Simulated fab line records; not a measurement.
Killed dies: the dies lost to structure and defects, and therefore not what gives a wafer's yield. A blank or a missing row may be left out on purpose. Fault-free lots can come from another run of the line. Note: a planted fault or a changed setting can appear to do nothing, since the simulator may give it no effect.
fab line records -- flow n5Finfet
record lots=7, wafers=39
route steps=1938 shown BEOL_M13@1705 PASSIVATION@1930
startH: hours from the record's opening day to when the first of the lot's shown wafers began -- waitH: hours elapsed since this lot's preceding step -- " the same as in the row above -- L1.1+2: several wafers, shown together as one row -- - no value, or no start given -- * or withheld: withheld -- < > ~ a bound
route shown NAME@n: names a module that has steps shown in the file, with the first one's number in the route -- usual: average and standard deviation across the fault-free wafers -- same: alike in all rows -- chamber/n: place in a boat -- sites: per-site readings -- _std_site: standard deviation of those values -- _edge_site: mean of outer sites minus mean of inner sites -- radiusMm: for every site, how far away it sits from the centre of the wafer -- mask NAME#n: copy n -- behind: tool/chamber where the wafer was last shaped -- hold: reason for holding the lot/hours on hold/outcome of the hold -- device: the transistor (n, p or np) that didn't switch -- end of line: the tests these same wafers got at the end of their route -- step lacking rows: just its recipe -- killed: not the wafer's yield, but the dies lost to structure and defects at the first sort -- map: the dies of a wafer, with x for killed, . for not killed, _ for no die there
set.NAME: setting as actually run; set.NAME@STEP: the setting as run at that earlier step -- model.NAME: the simulator's own value behind a step, which no gauge read
lots where settings were altered on purpose, with a table for each step and a row for each wafer
## steps
# step N5_BEOL_M13_SPUTTER_43
# recipe material=TaN, targetThkA=150, tempC=50, biasV=168.6, powerW=15000, chamberPressurePa=0.12, timeS=24.19
lot.wafer,tool,chamber,startH,waitH,set.targetThkA,model.TaN_of_BEOL_M13_SPUTTER_43.thkNm
L074.1,pvdSputter-01,-,256.40,0.0,150,14.6
L074.2+5,pvdSputter-01,-,256.40,0.0,70.3,7.2
L074.3+4,pvdSputter-01,-,256.40,0.0,150,15.2
L074.6,pvdSputter-01,-,256.40,0.0,70.3,6.8
L076.1,pvdSputter-02,-,269.39,0.0,116.9,11.8
L076.2+4+6,pvdSputter-02,-,269.39,0.0,150,15.2
L076.3,pvdSputter-02,-,269.39,0.0,116.9,12
L076.5,pvdSputter-02,-,269.39,0.0,116.9,11.6
L077.1+3+5,pvdSputter-03,-,273.15,0.0,77,8.2
L077.2,pvdSputter-03,-,273.15,0.0,150,15.2
L077.4+6,pvdSputter-03,-,273.15,0.0,150,15.4
L080.1,pvdSputter-01,-,290.90,0.0,150,14.6
L080.2,pvdSputter-01,-,290.90,0.0,121.8,12.8
L080.3+4,pvdSputter-01,-,290.90,0.0,121.8,12.4
L080.5,pvdSputter-01,-,290.90,0.0,150,15.4
L080.6,pvdSputter-01,-,290.90,0.0,150,15.2
L087.1+4,pvdSputter-01,-,343.98,0.0,150,15.2
L087.2+5,pvdSputter-01,-,343.98,0.0,76.99,7.8
L087.3,pvdSputter-01,-,343.98,0.0,76.99,7.4
L087.6,pvdSputter-01,-,343.98,0.0,150,14.6
L091.1,pvdSputter-02,-,353.07,0.0,150,14.8
L091.2+6,pvdSputter-02,-,353.07,0.0,98.98,10.2
L091.3+4,pvdSputter-02,-,353.07,0.0,150,15.4
L091.5,pvdSputter-02,-,353.07,0.0,98.98,9.8
L094.4,pvdSputter-02,-,361.55,0.0,150,15.2
L094.5,pvdSputter-02,-,361.55,0.0,150,15.4
L094.6,pvdSputter-02,-,361.55,0.0,150,15
# step N5_BEOL_M13_SPUTTER_44
# recipe material=Ta, targetThkA=100, tempC=50, biasV=80, powerW=15000, chamberPressurePa=0.07, timeS=16.13
# step N5_BEOL_M13_SPUTTER_45
# recipe material=Cu, targetThkA=800, tempC=-20, biasV=60, powerW=26000, chamberPressurePa=0.13, timeS=13.33
# step N5_BEOL_M13_ECD_47
# recipe material=Cu, targetThkA=9360
# step N5_BEOL_M13_ANNEAL_48
# recipe tempC=225, timeS=90, ambient=N2
# step N5_BEOL_M13_CMP_49
# recipe stopOn=SiOC, tOverpolishS=17.1, downForcePsi=1, platenRpm=50, clearingPlatenDownForcePsi=1.5, clearingPlatenRpm=50, postCmpClean=cuAlkaline, targetThkNm=420, clearingPlatenPadVelocityMS=0.99484, padVelocityMS=0.99484
# usual barrierFieldEndpointS=30.5/0.77
lot.wafer,tool,chamber,startH,waitH,set.targetThkA@BEOL_M13_SPUTTER_43,barrierFieldEndpointS
L074.1,cmp-02,3,257.14,0.3,150,30.5
L074.2,cmp-02,0,257.14,0.3,70.3,19.4
L074.4,cmp-02,1,257.14,0.3,150,30.2
L074.3,cmp-02,2,257.14,0.3,150,30.8
L074.5,cmp-02,3,257.14,0.3,70.3,21.1
L074.6,cmp-02,0,257.14,0.3,70.3,19.4
L076.2,cmp-03,1,270.12,0.2,150,30.5
L076.4,cmp-03,2,270.12,0.2,150,30.5
L076.3,cmp-03,3,270.12,0.2,116.9,26.4
L076.1,cmp-03,0,270.12,0.2,116.9,25.7
L076.6,cmp-03,1,270.12,0.2,150,31.2
L076.5,cmp-03,2,270.12,0.2,116.9,26.4
L077.3,cmp-04,3,274.18,0.2,77,21.3
L077.4,cmp-04,0,274.18,0.2,150,30.8
L077.1,cmp-04,1,274.18,0.2,77,21.9
L077.2,cmp-04,2,274.18,0.2,150,30.1
L077.5,cmp-04,3,274.18,0.2,77,21.4
L077.6,cmp-04,0,274.18,0.2,150,30.6
L080.4,cmp-02,0,293.14,0.1,121.8,27.1
L080.2,cmp-02,1,293.14,0.1,121.8,27.6
L080.1,cmp-02,2,293.14,0.1,150,30.8
L080.3,cmp-02,3,293.14,0.1,121.8,28.6
L080.5,cmp-02,0,293.14,0.1,150,30.0
L080.6,cmp-02,1,293.14,0.1,150,30.8
L087.3,cmp-02,2,344.72,0.2,76.99,21.0
L087.4,cmp-02,3,344.72,0.2,150,31.9
L087.1,cmp-02,0,344.72,0.2,150,29.9
L087.2,cmp-02,1,344.72,0.2,76.99,21.9
L087.5,cmp-02,2,344.72,0.2,76.99,22.2
L087.6,cmp-02,3,344.72,0.2,150,30.7
L091.4,cmp-02,3,353.88,0.1,150,31.0
L091.1,cmp-02,0,353.88,0.1,150,28.7
L091.2,cmp-02,1,353.88,0.1,98.98,24.6
L091.3,cmp-02,2,353.88,0.1,150,31.0
L091.5,cmp-02,3,353.88,0.1,98.98,24.6
L091.6,cmp-02,0,353.88,0.1,98.98,23.2
L094.4,cmp-03,2,362.33,0.2,150,31.0
L094.5,cmp-03,2,362.33,0.2,150,31.3
L094.6,cmp-03,3,362.33,0.2,150,29.7
# step N5_PASSIVATION_ETCH_54
# recipe chemistry=CHF3/O2, target=SiO2, targetDepthA=8800, CHF3_flow_sccm=50, O2_flow_sccm=5, Ar_flow_sccm=200, timeS=440, maskMaterial=PR, pressureMtorr=30, sourceW=650, biasW=170, ionEnergyEv=200
lot.wafer,tool,chamber,startH,waitH,set.targetDepthA,model.etch.depthNm,model.PASSIVATION.featureDepthNm
L074.1,rieDiel-01,3,285.27,0.1,8800,929.8,929.8
L074.2,rieDiel-01,2,285.27,0.1,8800,885.7,885.8
L074.3,rieDiel-01,0,285.27,0.1,8800,837.6,837.6
L074.4,rieDiel-01,1,285.27,0.1,8800,866.3,866.2
L074.5,rieDiel-01,0,285.27,0.1,8800,834.3,834.2
L074.6,rieDiel-01,3,285.27,0.1,8800,940,940
L076.1,rieDiel-03,2,294.55,0.1,6830,655.8,655.8
L076.2,rieDiel-03,1,294.55,0.1,6830,675.1,675
L076.3,rieDiel-03,3,294.55,0.1,8800,876.1,876
L076.4,rieDiel-03,0,294.55,0.1,8800,877.1,877.2
L076.5,rieDiel-03,3,294.55,0.1,8800,878.7,878.6
L076.6,rieDiel-03,0,294.55,0.1,6830,681.4,681.4
L077.1,rieDiel-06,1,305.30,0.1,11060,1123,1123
L077.2,rieDiel-06,2,305.30,0.1,11060,1043,1043
L077.3,rieDiel-06,0,305.30,0.1,8800,888.5,888.6
L077.4,rieDiel-06,3,305.30,0.1,8800,837.4,837.4
L077.5,rieDiel-06,0,305.30,0.1,8800,882.2,882.2
L077.6,rieDiel-06,1,305.30,0.1,11060,1126,1126
L080.1,rieDiel-06,0,317.95,0.1,8800,887.4,887.4
L080.2+6,rieDiel-06,1,317.95,0.1,12080,1240,1240
L080.3,rieDiel-06,3,317.95,0.1,8800,851.9,852
L080.4,rieDiel-06,2,317.95,0.1,8800,845.6,845.6
L080.5,rieDiel-06,0,317.95,0.1,12080,1214,1214
L087.1,rieDiel-06,1,368.68,0.1,5681,582.1,582
L087.2,rieDiel-06,3,368.68,0.1,8800,856.6,856.6
L087.3,rieDiel-06,0,368.68,0.1,5681,578,578
L087.4,rieDiel-06,1,368.68,0.1,8800,899.3,899.2
L087.5,rieDiel-06,0,368.68,0.1,5681,580.6,580.6
L087.6,rieDiel-06,3,368.68,0.1,8800,850.5,850.6
L091.1,rieDiel-01,3,379.22,0.1,8800,917,917
L091.2,rieDiel-01,2,379.22,0.1,8800,878.2,878.2
L091.3,rieDiel-01,0,379.22,0.1,8800,840.3,840.2
L091.4,rieDiel-01,1,379.22,0.1,8800,848.3,848.4
L091.5,rieDiel-01,0,379.22,0.1,8800,841.3,841.2
L091.6,rieDiel-01,1,379.22,0.1,8800,848.2,848.2
L094.4,rieDiel-01,1,383.89,0.1,8800,848.9,849
L094.5,rieDiel-01,3,383.89,0.1,8800,914.9,914.8
L094.6,rieDiel-01,2,383.89,0.1,8800,880.5,880.4
## key
split step=N5_BEOL_M13_SPUTTER_43, setting=targetThkA, stated=150, by=wafer
response step=N5_BEOL_M13_SPUTTER_43, reading=model.TaN_of_BEOL_M13_SPUTTER_43.thkNm, change=+0.149, per=1%, r=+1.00
response step=N5_BEOL_M13_CMP_49, reading=barrierFieldEndpointS, change=+0.188, per=1%, r=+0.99
split step=N5_PASSIVATION_ETCH_54, setting=targetDepthA, stated=8800, by=wafer
response step=N5_PASSIVATION_ETCH_54, reading=model.etch.depthNm, change=+9.06, per=1%, r=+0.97
response step=N5_PASSIVATION_ETCH_54, reading=model.PASSIVATION.featureDepthNm, change=+9.06, per=1%, r=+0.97
